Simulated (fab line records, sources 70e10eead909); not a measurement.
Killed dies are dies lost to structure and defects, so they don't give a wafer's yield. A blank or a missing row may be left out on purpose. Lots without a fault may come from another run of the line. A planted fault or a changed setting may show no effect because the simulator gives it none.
Chamber matching | flow nand_harc | NHARC_A_WL_FILL_ALD_10 on ald_hk-02: 3 sister chambers
The step deposits SiO2, target thk 50 nm, pulse time 10 s, ald cycles 500. 6 wafers are shown with their chamber, then 8 later ones without.

WAFERS WITH THEIR CHAMBER
wafer  | chamber | heater_power_w (W) | precursor_pulse_height_rel
L084.4 | 1       | 438                | 0.993
L088.1 | 3       | 499                | 0.988
L088.5 | 3       | 499                | 0.965
L088.6 | 0       | 454                | 1.008
L089.1 | 1       | 458                | 1.002
L089.2 | 0       | 459                | 1.003

WAFERS WITHOUT THEIR CHAMBER
wafer  | heater_power_w (W) | precursor_pulse_height_rel
L089.5 | 507                | 1.004
L092.3 | 445                | 1.017
L092.2 | 506                | 1.026
L092.6 | 443                | 1.018
L095.2 | 491                | 1.005
L095.5 | 475                | 0.972
L097.3 | 482                | 0.990
L097.5 | 462                | 0.983

WHICH CHAMBER EACH WENT THROUGH
wafer  | from the rows above          | in truth
L089.5 | 3                            | 3
L092.3 | can't be placed: 0 or 1      | 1
L092.2 | can't be placed: 3 or 0      | 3
L092.6 | can't be placed: 0 or 1      | 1
L095.2 | can't be placed: 3 or 0      | 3
L095.5 | can't be placed: 3 or 0 or 1 | 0
L097.3 | can't be placed: 3 or 0 or 1 | 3
L097.5 | can't be placed: 1 or 0      | 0
Placed correctly: 1 of 8. Can't be placed from these rows: 7 (the true chamber is among the candidates in 7). Placed wrongly: 0.
How it was worked out, from the rows above alone: a wafer's distance from a chamber is the root of the sum, over the readings, of the square of ((its reading less the chamber's mean) divided by the reading's scatter). The wafer belongs to the nearest chamber; if the next one is less than 2 further off, it can't be placed. A chamber's mean is the mean of its shown wafers. The scatter: the root of (the sum of the squares of (reading less its chamber's mean) over the shown wafers, divided by (wafers less chambers)).
